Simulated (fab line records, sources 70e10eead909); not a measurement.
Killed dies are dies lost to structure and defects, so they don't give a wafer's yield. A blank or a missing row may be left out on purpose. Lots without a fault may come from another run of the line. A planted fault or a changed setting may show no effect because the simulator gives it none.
fab line records | flow nand_harc
record lots=24 wafers=72 last_day=24
route steps=1159 shown P_CONTACT@238 P_M1@303 P_M2@331 P_BONDPAD@365
lots that met no fault: from a run of the same line without faults
start_h: hours from the record's first day to the start of the lot's first wafer shown | wait_h: hours since the lot's step before | " the same as in the row above | L1.1+2: a row that stands for several wafers | - no value, or no start given | * or withheld: withheld | < > ~ a bound
route shown NAME@n: a module of which the file shows steps, and the number in the route of the first | usual: mean/standard deviation of fault-free wafers | same: alike in all rows | chamber/n: place in a boat | sites: the reading at each site | _std_site: their standard deviation | _edge_site: outer sites' mean less inner sites' | radius_mm: how far each site lies from the wafer's centre | mask NAME#n: copy n | behind: the tool/chamber that last shaped the wafer | hold: why the lot was held/for how many hours/how that ended | device: the transistor (n, p or np) that didn't switch | end of line: the same wafers' tests at the end of the route | a step without rows: its recipe alone | killed: dies lost to structure and defects at the first sort, not the wafer's yield | map: a wafer's dies, x killed, . not, _ none there
set.NAME: the setting as run; set.NAME@STEP: as run at that earlier step | model.NAME: the simulator's own value behind a step, which no gauge read
steps of the route over a sample of lots; a table a step, a row a wafer
services: from which hour (start_h, from the record's first day; less than 0 if before it) a tool's chamber was out of use, for how many hours, and why
## steps
# step NHARC_P_CONTACT_ETCH_18
# recipe target_depth_a=4810 time_s=240.5 c4f8_flow_sccm=20 o2_flow_sccm=10 ar_flow_sccm=withheld rf_w=600 bias_w=1500 chemistry=C4F8/O2/Ar
# usual bias_w=1501/4.6 chamber_pressure_mTorr=25.000/0.025 oes_product_au=0.967/0.017 rf_vpp_V=977/5.2
# same time_s=240.5
# columns lot.wafer tool chamber start_h wait_h bias_w chamber_pressure_mTorr oes_product_au rf_hours_counter_h rf_vpp_V
L074.2 rie_diel-11 2 - - 1499 24.973 0.996 9 978
L074.1 " 0 " " 1491 24.993 0.977 8 970
L074.6 " 1 " " 1497 24.995 0.976 - 976
L075.3 rie_diel-04 1 - - 1501 25.000 0.964 0 973
L075.1 " 2 " " 1496 24.973 0.974 0 983
L075.5 " 1 " " 1499 24.993 0.968 - 973
L077.4 rie_diel-11 0 - - 1500 24.999 0.928 8 971
L077.2 " 2 " " 1502 24.975 0.941 9 978
L077.5 " 0 " " 1506 24.968 0.928 - 973
L076.3 rie_diel-11 0 - - 1511 24.986 0.988 9 969
L076.2 " 3 " " 1501 24.997 0.983 10 972
L076.5 " 1 " " 1502 25.040 0.976 - 976
L078.2 rie_diel-08 0 - - 1496 25.038 0.961 0 978
L078.6 " 1 " " 1502 25.030 0.985 - 988
L078.5 " 2 " " 1505 24.978 0.989 - 983
L079.3 rie_diel-11 1 - - 1503 25.005 0.974 11 976
L079.4 " 2 " " 1501 24.999 0.974 11 978
L079.5 " 3 " " 1489 25.011 0.997 - 973
L081.2 rie_diel-08 0 - - 1497 25.031 0.985 2 976
L081.4 " 2 " " 1502 24.987 0.979 2 984
L081.6 " 1 " " 1492 25.035 0.966 - 985
L080.1 rie_diel-11 1 - - 1492 25.011 0.979 14 975
L080.4 " 3 " " 1505 25.002 0.998 14 973
L080.5 " 2 " " 1500 24.985 0.967 - 978
L083.3 rie_diel-11 3 - - 1496 24.968 0.985 15 970
L083.6 " 3 " " 1502 25.014 0.982 - 971
L083.5 " 0 " " 1502 24.960 0.993 - 970
L082.4 rie_diel-08 3 - - 1499 24.952 0.958 3 974
L082.1 " 0 " " 1498 25.040 0.972 3 977
L082.6 " 2 " " 1501 24.997 0.975 - 983
L084.2 rie_diel-11 0 - - 1501 25.049 0.968 14 970
L084.4 " 1 " " 1504 24.994 0.983 15 975
L084.5 " 0 " " 1505 25.023 0.968 - 970
L085.3 rie_diel-11 1 - - 1498 25.001 0.966 16 975
L085.4 " 3 " " 1498 25.009 0.951 17 973
L085.6 " 1 " " 1502 24.979 0.979 - 975
L086.4 rie_diel-08 1 - - 1494 24.966 0.979 5 987
L086.2 " 3 " " 1498 25.013 0.952 6 977
L086.5 " 2 " " 1500 24.991 0.956 - 982
L087.2 rie_diel-08 3 - - 1509 25.001 0.967 6 975
L087.3 " 1 " " 1500 25.014 0.951 6 986
L087.1 " 2 " " 1491 24.965 0.966 6 985
L088.4 rie_diel-08 1 - - 1508 25.034 0.974 7 986
L088.2 " 0 " " 1500 24.981 0.950 7 975
L088.5 " 1 " " 1510 25.014 0.969 - 987
L089.3 rie_diel-11 0 - - 1499 24.977 0.958 1 971
L089.4 " 1 " " 1495 24.996 0.958 1 976
L089.6 " 0 " " 1507 25.045 0.961 - 970
L091.2 rie_diel-11 3 - - 1501 24.987 0.952 1 973
L091.1 " 2 " " 1506 24.984 0.978 2 977
L091.5 " 3 " " 1505 24.977 0.944 - 973
L090.2 rie_diel-08 3 - - 1490 24.968 0.962 8 975
L090.4 " 1 " " 1500 24.982 0.954 8 987
L090.6 " 3 " " 1501 24.974 0.975 - 976
L092.4 rie_diel-08 1 - - 1502 24.981 0.959 8 988
L092.1 " 3 " " 1503 25.009 0.986 8 976
L092.3 " 0 " " 1503 25.019 0.960 9 977
L093.4 rie_diel-08 1 - - 1500 24.988 0.996 9 986
L093.2 " 2 " " 1496 24.981 0.958 10 983
L093.5 " 0 " " 1500 25.016 0.944 - 976
L095.2 rie_diel-11 1 - - 1496 24.971 0.956 4 976
L095.5 " 3 " " 1505 25.022 0.958 - 973
L095.6 " 0 " " 1498 24.975 0.978 - 971
L096.1 rie_diel-08 3 - - 1496 25.062 0.978 11 977
L096.3 " 2 " " 1508 24.976 0.984 10 984
L096.5 " 3 " " 1507 25.006 0.975 - 975
L094.3 rie_diel-11 2 - - 1497 25.036 0.963 4 977
L094.4 " 3 " " 1496 25.004 0.945 4 970
L094.5 " 1 " " 1499 24.905 0.965 - 973
L097.2 rie_diel-11 2 - - 1503 24.978 0.929 5 978
L097.1 " 0 " " 1495 25.003 0.921 6 971
L097.5 " 3 " " 1501 24.970 0.925 - 971
# step NHARC_P_M1_ETCH_28
# recipe target_depth_a=300 over_etch_frac=0.3 time_s=72.99 ion_energy_ev=150 cf4_flow_sccm=50 n2_flow_sccm=100 ar_flow_sccm=150 rf_w=300 bias_w=100 chemistry=CF4/N2
# usual bias_w=100.0/0.33 chamber_pressure_mTorr=30.00/0.034 drypump_motor_current_A=5.8/0.54 oes_product_au=0.997/0.0083 rf_vpp_V=314.5/2.1 showerhead_plenum_p_Torr=2.64/0.11 throttle_valve_pct=19.794/0.009
# same time_s=72.99
# columns lot.wafer tool chamber start_h wait_h bias_w chamber_pressure_mTorr drypump_motor_current_A oes_product_au rf_hours_counter_h rf_vpp_V showerhead_plenum_p_Torr throttle_valve_pct
L074.2 rie_diel-06 2 - - 99.6 30.02 5.2 0.989 3 317.3 2.80 19.800
L074.1 " 0 " " 100.6 29.97 6.5 1.009 4 312.4 2.48 19.789
L074.6 " 3 " " 99.7 29.95 6.5 1.009 - 314.5 2.71 19.800
L075.3 rie_diel-12 2 - - 99.8 30.03 5.8 1.005 7 317.4 2.80 19.792
L075.1 " 0 " " 99.4 30.03 5.6 1.001 7 314.9 2.61 19.784
L075.5 " 3 " " 100.4 29.98 6.3 1.003 - 313.7 2.55 19.805
L077.2 rie_diel-12 2 - - 99.6 30.03 5.8 0.995 8 319.0 2.80 19.770
L077.4 " 0 " " 100.5 30.01 5.6 0.986 8 313.0 2.61 19.787
L077.5 " 2 " " 99.6 29.98 5.9 0.994 - 318.3 2.80 19.785
L076.3 rie_diel-12 2 - - 100.0 29.99 5.8 1.003 8 318.5 2.80 19.793
L076.2 " 3 " " 99.8 30.03 6.3 0.997 7 313.5 2.55 19.798
L076.5 " 2 " " 100.2 30.00 5.8 0.998 - 317.5 2.80 19.792
L078.2 rie_diel-12 1 - - 99.8 30.00 5.2 0.975 8 316.0 2.75 19.789
L078.6 " 1 " " 100.2 29.95 5.2 0.993 - 317.5 2.75 19.787
L078.5 " 2 " " 99.7 29.99 5.8 0.999 - 317.4 2.80 19.794
L079.3 rie_diel-06 0 - - 99.9 29.96 6.5 1.018 5 311.9 2.48 19.785
L079.4 " 1 " " 99.7 29.98 6.2 0.995 5 312.5 2.48 19.785
L079.5 " 1 " " 99.7 29.95 6.2 0.998 - 311.8 2.47 19.796
L081.2 rie_diel-12 1 - - 99.8 29.99 5.3 0.981 9 316.3 2.75 19.804
L081.4 " 3 " " 100.2 30.01 6.3 1.004 9 314.0 2.55 19.805
L081.6 " 0 " " 100.2 30.01 5.6 0.981 - 314.2 2.61 19.783
L080.4 rie_diel-12 3 - - 100.0 29.97 6.4 0.998 9 312.6 2.55 19.802
L080.1 " 1 " " 100.9 30.04 5.2 0.981 9 315.6 2.75 19.788
L080.5 " 3 " " 100.0 30.02 6.3 1.010 - 314.0 2.55 19.805
L083.3 rie_diel-13 2 - - 100.4 30.02 5.5 1.000 2 309.9 2.49 19.793
L083.6 " 2 " " 99.8 30.00 5.5 0.989 - 310.4 2.49 19.801
L083.5 " 3 " " 100.6 30.01 6.6 1.003 - 313.1 2.60 19.801
L082.1 rie_diel-13 0 - - 100.0 29.97 4.9 0.998 2 315.8 2.71 19.785
L082.4 " 0 " " 100.5 29.98 4.9 0.999 - 316.5 2.71 19.788
L082.6 " 2 " " 100.1 30.03 5.5 0.998 - 311.6 2.49 19.792
L084.4 rie_diel-12 3 - - 100.5 29.95 6.3 1.004 10 312.2 2.55 19.793
L084.2 " 0 " " 99.9 29.98 5.6 0.985 10 314.6 2.61 19.775
L084.5 " 2 " " 99.8 30.02 5.8 0.992 - 315.9 2.80 19.795
L085.3 rie_diel-13 3 - - 100.0 30.06 6.6 1.006 2 314.6 2.60 19.793
L085.6 " 3 " " 100.1 30.03 6.6 0.992 - 313.2 2.60 19.795
L085.4 " 0 " " 99.5 29.97 4.9 1.006 - 314.9 2.71 19.796
L086.4 rie_diel-13 3 - - 100.0 30.00 6.6 1.003 2 315.3 2.60 19.794
L086.2 " 0 " " 99.9 29.93 5.0 1.005 2 315.2 2.71 19.806
L086.5 " 2 " " 99.2 30.03 5.5 0.992 - 310.9 2.49 19.784
L087.3 rie_diel-13 0 - - 99.6 29.98 4.9 1.005 3 314.8 2.71 19.808
L087.1 " 1 " " 100.6 29.98 6.0 0.992 2 314.5 2.64 19.795
L087.2 " 3 " " 99.9 30.00 6.6 1.011 3 314.3 2.60 19.813
L088.2 rie_diel-12 3 - - 99.9 29.93 6.3 0.991 1 313.3 2.55 19.783
L088.4 " 2 " " 100.4 30.06 5.8 0.991 - 317.6 2.80 19.795
L088.5 " 0 " " 99.9 29.99 5.6 0.997 - 311.6 2.61 19.796
L089.3 rie_diel-12 0 - - 100.1 29.97 5.6 0.998 1 313.5 2.61 19.794
L089.6 " 2 " " 100.0 30.05 5.8 1.002 - 316.2 2.80 19.778
L089.4 " 3 " " 100.3 29.95 6.3 0.986 - 312.9 2.55 19.790
L091.2 rie_diel-06 2 - - 99.9 30.04 5.2 0.992 10 316.1 2.80 19.809
L091.1 " 1 " " 99.8 29.97 6.2 0.996 11 312.2 2.47 19.778
L091.5 " 2 " " 99.5 30.02 5.2 0.986 - 315.9 2.80 19.800
L090.2 rie_diel-12 2 - - 99.6 30.02 5.9 0.994 2 317.3 2.80 19.774
L090.4 " 2 " " 99.7 29.98 5.8 0.991 - 316.1 2.80 19.778
L090.6 " 3 " " 99.4 30.01 6.3 0.986 - 311.9 2.55 19.802
L092.4 rie_diel-12 1 - - 99.6 30.01 5.2 0.990 1 317.2 2.74 19.792
L092.1 " 2 " " 100.1 30.02 5.8 0.982 2 316.4 2.80 19.790
L092.3 " 3 " " 99.6 30.01 6.3 0.981 2 313.5 2.55 19.799
L093.4 rie_diel-06 1 - - 99.9 29.97 6.2 0.991 12 311.1 2.47 19.797
L093.2 " 2 " " 99.4 30.01 5.2 0.993 11 317.9 2.80 19.794
L093.5 " 2 " " 99.5 30.01 5.2 0.986 - 316.7 2.80 19.775
L095.2 rie_diel-13 3 - - 100.5 29.99 6.6 1.009 3 313.9 2.60 19.781
L095.5 " 0 " " 99.8 29.96 5.0 1.000 - 314.5 2.71 19.788
L095.6 " 3 " " 100.2 30.02 6.6 1.011 - 313.1 2.60 19.780
L096.3 rie_diel-13 2 - - 100.0 29.98 5.5 0.991 4 311.5 2.49 19.803
L096.1 " 0 " " 99.8 30.02 4.9 1.000 3 315.5 2.71 19.782
L096.5 " 2 " " 99.9 30.03 5.5 0.994 - 312.3 2.49 19.802
L094.3 rie_diel-13 0 - - 100.3 29.99 5.0 0.998 4 317.4 2.71 19.792
L094.5 " 3 " " 100.7 30.01 6.6 1.013 - 313.3 2.60 19.791
L094.4 " 0 " " 100.5 30.03 4.9 0.997 - 316.3 2.71 19.796
L097.2 rie_diel-13 1 - - 100.0 29.99 5.9 1.010 3 314.9 2.64 19.800
L097.1 " 0 " " 100.0 29.98 4.9 0.997 4 316.1 2.71 19.809
L097.5 " 2 " " 100.1 30.01 5.5 0.997 - 311.9 2.49 19.797
# step NHARC_P_M1_PVD_21
# recipe target_thk_a=300 chamber_pressure_pa=5 power_w=5000 substrate_temp_c=30 time_s=20.49 material=Cu
# usual cathode_dc_power_W=4999.9/0.94 throttle_valve_pct=30.3/1.5
# same time_s=20.49
# columns lot.wafer tool chamber start_h wait_h cathode_dc_power_W throttle_valve_pct
L074.2 pvd_sputter-02 - - - 4999.4 29.3
L074.1 " - " " 5000.3 31.2
L074.6 " - " " 5000.7 29.0
L075.1 pvd_sputter-01 - - - 4998.9 31.8
L075.3 " - " " 4999.5 31.8
L075.5 " - " " 4999.1 31.9
L077.4 pvd_sputter-01 - - - 4999.6 29.2
L077.2 " - " " 4998.0 31.8
L077.5 " - " " 4999.3 30.6
L076.2 pvd_sputter-01 - - - 5000.1 30.5
L076.3 " - " " 5000.0 31.7
L076.5 " - " " 4998.4 32.0
L078.2 pvd_sputter-03 - - - 4999.1 29.8
L078.5 " - " " 5000.5 29.8
L078.6 " - " " 4998.5 31.8
L079.4 pvd_sputter-01 - - - 4999.1 31.6
L079.3 " - " " 5001.8 30.5
L079.5 " - " " 5000.8 28.9
L081.2 pvd_sputter-03 - - - 5001.9 30.0
L081.4 " - " " 4999.1 31.9
L081.6 " - " " 4998.9 29.8
L080.1 pvd_sputter-03 - - - 5000.8 31.6
L080.4 " - " " 5000.6 28.5
L080.5 " - " " 4999.9 29.7
L083.3 pvd_sputter-02 - - - 5000.4 31.1
L083.6 " - " " 5000.9 31.2
L083.5 " - " " 5001.1 29.3
L082.4 pvd_sputter-02 - - - 4999.0 28.8
L082.1 " - " " 4998.8 29.1
L082.6 " - " " 4997.6 26.2
L084.4 pvd_sputter-01 - - - 5001.7 30.1
L084.2 " - " " 4999.3 31.9
L084.5 " - " " 4999.9 29.8
L085.4 pvd_sputter-03 - - - 4998.9 31.9
L085.3 " - " " 4999.1 29.9
L085.6 " - " " 5001.0 31.5
L086.4 pvd_sputter-02 - - - 5000.9 31.2
L086.2 " - " " 5000.2 26.5
L086.5 " - " " 5000.5 29.3
L087.3 pvd_sputter-03 - - - 5000.3 31.4
L087.1 " - " " 5000.9 29.9
L087.2 " - " " 4999.8 32.0
L088.2 pvd_sputter-01 - - - 4999.5 31.0
L088.4 " - " " 4997.3 29.9
L088.5 " - " " 4999.6 30.9
L089.3 pvd_sputter-03 - - - 4999.0 29.6
L089.4 " - " " 4999.6 31.6
L089.6 " - " " 5000.6 29.9
L091.1 pvd_sputter-01 - - - 5001.8 31.2
L091.2 " - " " 5000.9 32.3
L091.5 " - " " 4999.8 30.0
L090.4 pvd_sputter-03 - - - 5000.6 31.4
L090.2 " - " " 5000.1 31.8
L090.6 " - " " 5001.2 28.7
L092.1 pvd_sputter-02 - - - 4998.8 29.5
L092.4 " - " " 4999.1 29.4
L092.3 " - " " 4998.9 26.9
L093.4 pvd_sputter-02 - - - 4999.0 29.6
L093.2 " - " " 4999.3 29.2
L093.5 " - " " 5001.2 30.9
L095.2 pvd_sputter-03 - - - 4998.8 31.6
L095.5 " - " " 4999.7 30.1
L095.6 " - " " 4999.0 31.8
L096.3 pvd_sputter-01 - - - 5000.0 31.9
L096.1 " - " " 4999.8 32.5
L096.5 " - " " 4999.8 31.8
L094.3 pvd_sputter-02 - - - 4998.8 29.4
L094.4 " - " " 5000.4 29.6
L094.5 " - " " 5000.1 30.7
L097.1 pvd_sputter-01 - - - 5000.1 31.7
L097.2 " - " " 4999.5 32.5
L097.5 " - " " 5000.8 31.9
# step NHARC_P_M2_DESCUM_14
# recipe time_s=3 o2_flow_sccm=200 ar_flow_sccm=0 bias_power_w=0 chemistry=O2
# usual chamber_pressure_mTorr=60.00/0.056 drypump_motor_current_A=5.6/0.38 oes_product_au=1.002/0.009 rf_vpp_V=57.8/0.87 showerhead_plenum_p_Torr=1.91/0.085 throttle_valve_pct=11.312/0.0085
# same time_s=3
# columns lot.wafer tool chamber start_h wait_h chamber_pressure_mTorr drypump_motor_current_A oes_product_au rf_hours_counter_h rf_vpp_V showerhead_plenum_p_Torr throttle_valve_pct
L074.1 rie_diel-05 3 138.36 0.1 59.96 5.3 1.012 4 57.8 2.03 11.306
L074.2 " 2 " " 60.00 5.9 1.010 4 57.9 1.99 11.319
L074.6 " 3 " " 59.89 5.3 0.992 - 57.8 2.03 11.303
L075.3 rie_diel-09 0 142.27 0.1 59.99 6.4 0.992 16 58.3 1.98 11.306
L075.1 " 2 " " 59.97 5.6 0.995 15 58.5 1.99 11.291
L075.5 " 0 " " 59.95 6.4 0.984 - 57.8 1.98 11.325
L077.2 rie_diel-01 3 147.30 0.1 60.10 6.2 0.997 0 58.4 1.90 11.306
L077.5 " 1 " " 60.04 6.0 0.984 - 56.4 1.83 11.311
L077.4 " 3 " " 59.96 6.2 1.007 - 57.9 1.90 11.317
L076.3 rie_diel-05 3 148.06 0.1 60.02 5.3 1.001 5 57.3 2.03 11.306
L076.2 " 0 " " 60.02 5.1 1.002 5 58.5 1.86 11.310
L076.5 " 2 " " 60.02 6.0 1.006 - 57.4 1.99 11.309
L078.2 rie_diel-05 0 156.35 0.1 59.94 5.1 0.995 5 57.5 1.86 11.307
L078.5 " 0 " " 59.94 5.1 0.994 - 58.1 1.86 11.314
L078.6 " 1 " " 59.89 5.7 0.997 - 57.6 1.84 11.312
L079.3 rie_diel-05 1 157.03 0.1 59.96 5.7 0.991 5 57.2 1.84 11.311
L079.4 " 3 " " 59.96 5.3 1.004 5 58.0 2.03 11.306
L079.5 " 2 " " 59.95 5.9 0.994 - 58.7 1.99 11.313
L081.2 rie_diel-01 0 166.80 0.1 60.10 5.7 0.998 6 56.8 1.77 11.307
L081.4 " 3 " " 60.02 6.2 0.997 - 58.2 1.90 11.297
L081.6 " 0 " " 59.98 5.7 1.007 - 57.5 1.77 11.321
L080.1 rie_diel-01 0 167.56 0.2 59.98 5.7 1.008 6 57.9 1.77 11.318
L080.4 " 3 " " 59.95 6.2 0.992 - 58.1 1.90 11.312
L080.5 " 1 " " 60.13 6.1 1.000 - 56.8 1.82 11.307
L083.3 rie_diel-05 1 175.76 0.1 60.02 5.7 1.007 0 55.8 1.84 11.331
L083.5 " 3 " " 59.96 5.3 1.004 - 59.5 2.03 11.307
L083.6 " 0 " " 60.03 5.1 0.999 - 58.6 1.86 11.301
L082.4 rie_diel-01 0 176.38 0.1 60.01 5.7 1.010 9 57.6 1.77 11.322
L082.1 " 1 " " 59.98 6.1 0.998 9 57.9 1.82 11.303
L082.6 " 1 " " 59.90 6.1 0.994 - 56.9 1.82 11.318
L084.4 rie_diel-05 3 178.77 0.1 59.97 5.3 1.009 0 58.4 2.03 11.320
L084.2 " 1 " " 59.97 5.7 1.006 0 57.9 1.84 11.301
L084.5 " 2 " " 60.02 5.9 1.007 - 59.7 1.99 11.311
L085.4 rie_diel-01 0 187.82 0.1 60.02 5.7 1.000 11 58.9 1.77 11.308
L085.3 " 1 " " 59.87 6.1 1.005 12 58.6 1.82 11.316
L085.6 " 0 " " 60.01 5.7 1.002 - 56.5 1.77 11.309
L086.4 rie_diel-05 3 203.63 0.1 59.98 5.3 1.013 1 57.8 2.02 11.310
L086.2 " 2 " " 59.95 5.9 1.005 1 61.3 1.99 11.321
L086.5 " 3 " " 60.06 5.3 1.000 - 58.3 2.03 11.317
L087.2 rie_diel-05 2 208.75 0.1 59.93 5.9 1.006 1 58.9 1.99 11.322
L087.1 " 0 " " 60.06 5.1 0.996 1 59.0 1.86 11.316
L087.3 " 1 " " 60.09 5.7 1.002 1 59.1 1.84 11.321
L088.4 rie_diel-05 3 222.65 0.1 59.95 5.3 1.018 2 59.1 2.02 11.327
L088.2 " 0 " " 59.94 5.1 1.002 2 57.9 1.86 11.322
L088.5 " 2 " " 60.03 6.0 1.007 - 56.9 1.99 11.307
L089.4 rie_diel-01 3 223.24 0.1 60.03 6.2 1.004 16 58.3 1.90 11.312
L089.3 " 1 " " 59.95 6.0 1.010 17 57.0 1.82 11.316
L089.6 " 0 " " 60.00 5.7 1.009 - 57.5 1.77 11.303
L091.1 rie_diel-05 0 227.39 0.1 60.07 5.1 0.989 2 57.1 1.86 11.316
L091.2 " 1 " " 60.02 5.7 1.008 2 58.1 1.84 11.327
L091.5 " 3 " " 59.99 5.3 1.004 - 57.7 2.02 11.319
L090.2 rie_diel-05 3 227.92 0.1 59.89 5.3 1.009 2 56.4 2.03 11.301
L090.4 " 1 " " 59.97 5.7 1.004 2 58.0 1.84 11.304
L090.6 " 2 " " 59.99 5.9 0.995 - 56.8 1.99 11.315
L092.1 rie_diel-05 1 231.71 0.1 60.05 5.7 1.013 2 58.4 1.84 11.320
L092.3 " 2 " " 59.99 5.9 1.025 2 57.9 1.99 11.317
L092.4 " 0 " " 59.95 5.1 0.991 2 57.7 1.86 11.306
L093.4 rie_diel-05 1 241.27 0.1 59.98 5.7 1.006 3 58.2 1.84 11.311
L093.2 " 3 " " 59.87 5.3 1.002 3 58.0 2.02 11.307
L093.5 " 0 " " 60.02 5.1 0.999 - 58.4 1.86 11.304
L095.2 rie_diel-05 3 249.29 0.1 60.14 5.3 1.005 3 57.9 2.02 11.296
L095.5 " 3 " " 59.98 5.3 1.000 - 58.6 2.02 11.304
L095.6 " 0 " " 59.91 5.1 0.990 - 56.4 1.86 11.312
L096.3 rie_diel-05 0 250.11 0.1 60.02 5.1 0.994 3 57.1 1.86 11.335
L096.1 " 1 " " 60.02 5.7 1.014 3 56.7 1.84 11.313
L096.5 " 0 " " 60.02 5.1 1.003 - 57.9 1.86 11.314
L094.4 rie_diel-05 3 251.59 0.1 59.97 5.3 1.003 3 59.4 2.02 11.316
L094.3 " 0 " " 60.04 5.1 0.992 3 56.8 1.86 11.309
L094.5 " 3 " " 60.02 5.3 1.013 - 59.1 2.02 11.306
L097.1 rie_diel-05 0 264.64 0.1 60.09 5.1 0.995 3 58.1 1.86 11.303
L097.2 " 2 " " 60.04 5.9 1.015 4 56.8 1.99 11.315
L097.5 " 0 " " 59.97 5.1 0.996 - 57.7 1.86 11.312
# step NHARC_P_M2_INSPECT_27
# usual raw_defect_count=288/94
# columns lot.wafer tool chamber start_h wait_h raw_defect_count
L074.1 defect_inspect-02 - 140.99 0.0 199
L074.2 " - " " 332
L074.6 " - " " 421
L075.1 defect_inspect-02 - 144.99 0.0 331
L075.3 " - " " 252
L075.5 " - " " 249
L077.2 defect_inspect-02 - 149.99 0.0 364
L077.4 " - " " 205
L077.5 " - " " 212
L076.2 defect_inspect-01 - 150.64 0.0 240
L076.3 " - " " 377
L076.5 " - " " 196
L078.2 defect_inspect-02 - 159.23 0.0 342
L078.5 " - " " 304
L078.6 " - " " 262
L079.3 defect_inspect-02 - 159.75 0.0 206
L079.4 " - " " 322
L079.5 " - " " 412
L081.2 defect_inspect-01 - 170.27 0.0 267
L081.4 " - " " 259
L081.6 " - " " 226
L080.1 defect_inspect-01 - 170.76 0.0 299
L080.4 " - " " 378
L080.5 " - " " 392
L083.3 defect_inspect-01 - 178.67 0.0 214
L083.5 " - " " 309
L083.6 " - " " 420
L082.1 defect_inspect-01 - 179.07 0.0 314
L082.4 " - " " 221
L082.6 " - " " 217
L084.2 defect_inspect-02 - 181.33 0.0 422
L084.4 " - " " 450
L084.5 " - " " 318
L085.3 defect_inspect-01 - 190.39 0.0 254
L085.4 " - " " 284
L085.6 " - " " 283
L086.2 defect_inspect-01 - 206.21 0.0 264
L086.4 " - " " 305
L086.5 " - " " 337
L087.1 defect_inspect-01 - 211.34 0.0 152
L087.2 " - " " 264
L087.3 " - " " 158
L088.2 defect_inspect-01 - 225.27 0.0 235
L088.4 " - " " 427
L088.5 " - " " 288
L089.3 defect_inspect-01 - 226.01 0.0 223
L089.4 " - " " 257
L089.6 " - " " 256
L091.1 defect_inspect-01 - 230.46 0.0 464
L091.2 " - " " 463
L091.5 " - " " 238
L090.2 defect_inspect-01 - 230.94 0.0 267
L090.4 " - " " 205
L090.6 " - " " 223
L092.1 defect_inspect-02 - 234.35 0.0 257
L092.3 " - " " 207
L092.4 " - " " 218
L093.2 defect_inspect-01 - 243.92 0.1 276
L093.4 " - " " 288
L093.5 " - " " 436
L095.2 defect_inspect-02 - 251.89 0.0 186
L095.5 " - " " 184
L095.6 " - " " 111
L096.1 defect_inspect-02 - 252.68 0.0 204
L096.3 " - " " 298
L096.5 " - " " 223
L094.3 defect_inspect-01 - 254.23 0.0 171
L094.4 " - " " 363
L094.5 " - " " 263
L097.1 defect_inspect-02 - 267.19 0.0 163
L097.2 " - " " 221
L097.5 " - " " 284
# step NHARC_P_BONDPAD_OVL_MEAS_38
# usual overlay_x_nm=2/4.3 overlay_y_nm=0/5.3
# columns lot.wafer tool chamber start_h wait_h overlay_x_nm overlay_y_nm
L074.1 overlay-02 - 142.84 - 5 3
L074.2 " - " " 6 4
L074.6 " - " " 5 4
L075.1 overlay-01 - 146.89 - -3 0
L075.3 " - " " -3 0
L075.5 " - " " -3 0
L077.2 overlay-01 - 151.88 - -3 -5
L077.4 " - " " -3 -5
L077.5 " - " " -3 -5
L076.2 overlay-01 - 152.39 - -2 -5
L076.3 " - " " -2 -6
L076.5 " - " " -2 -6
L078.2 overlay-02 - 161.31 - -3 3
L078.5 " - " " -3 3
L078.6 " - " " -3 3
L079.3 overlay-01 - 161.87 - 7 -2
L079.4 " - " " 8 -2
L079.5 " - " " 8 -3
L081.2 overlay-01 - 172.13 - 2 6
L081.4 " - " " 2 5
L081.6 " - " " 1 5
L080.1 overlay-02 - 172.64 - 4 -7
L080.4 " - " " 3 -7
L080.5 " - " " 3 -7
L083.3 overlay-02 - 180.42 - -4 9
L083.5 " - " " -5 9
L083.6 " - " " -4 9
L082.1 overlay-01 - 180.80 - 11 6
L082.4 " - " " 11 6
L082.6 " - " " 12 7
L084.2 overlay-02 - 183.17 - 3 -5
L084.4 " - " " 3 -5
L084.5 " - " " 3 -5
L085.3 overlay-02 - 192.13 - 9 12
L085.4 " - " " 8 12
L085.6 " - " " 8 13
L086.2 overlay-02 - 208.20 - 0 0
L086.4 " - " " 0 0
L086.5 " - " " 0 0
L087.1 overlay-01 - 213.06 - 0 5
L087.2 " - " " 0 6
L087.3 " - " " 0 6
L088.2 overlay-01 - 227.27 - 2 -2
L088.4 " - " " 2 -2
L088.5 " - " " 2 -2
L089.3 overlay-01 - 227.95 - 8 -2
L089.4 " - " " 8 -2
L089.6 " - " " 8 -2
L091.1 overlay-01 - 232.36 - -4 0
L091.2 " - " " -4 0
L091.5 " - " " -4 0
L090.2 overlay-02 - 233.05 - 0 -1
L090.4 " - " " 0 0
L090.6 " - " " 0 0
L092.1 overlay-01 - 236.09 - 4 -3
L092.3 " - " " 3 -2
L092.4 " - " " 4 -3
L093.2 overlay-02 - 246.51 - 4 -3
L093.4 " - " " 4 -3
L093.5 " - " " 4 -3
L095.2 overlay-01 - 253.62 - 0 3
L095.5 " - " " 0 2
L095.6 " - " " 0 3
L096.1 overlay-02 - 254.55 - 5 -10
L096.3 " - " " 6 -11
L096.5 " - " " 6 -10
L094.3 overlay-01 - 256.01 - 0 -4
L094.4 " - " " 1 -4
L094.5 " - " " 0 -4
L097.1 overlay-01 - 268.91 - -3 7
L097.2 " - " " -3 7
L097.5 " - " " -3 7
## services
# columns tool chamber start_h hours kind
rie_diel-13 - 99.00 9.0 pm
rie_diel-11 0 100.31 6.5 repair
pvd_sputter-03 - 102.00 10.0 pm
rie_diel-08 0 110.29 4.6 repair
pvd_sputter-01 - 114.58 3.1 repair
pvd_sputter-03 - 121.23 1.4 repair
rie_diel-08 - 124.80 9.0 pm
rie_diel-11 0 138.16 2.9 repair
pvd_sputter-01 - 140.29 1.6 repair
pvd_sputter-01 - 158.02 10.0 pm
rie_diel-05 - 163.60 9.0 pm
rie_diel-13 1 169.69 14.7 repair
rie_diel-13 - 181.96 1.1 repair
rie_diel-11 - 189.63 9.0 pm
rie_diel-12 - 202.40 9.0 pm
rie_diel-13 2 202.51 2.3 repair
rie_diel-08 0 215.45 2.0 repair
rie_diel-12 1 215.93 10.7 repair
rie_diel-05 3 223.82 1.4 repair
rie_diel-08 1 224.33 3.2 repair
pvd_sputter-03 - 227.85 3.2 repair
rie_diel-12 - 238.33 0.8 repair
rie_diel-13 1 242.68 6.1 repair
pvd_sputter-01 - 253.77 1.1 repair
## key
fault none
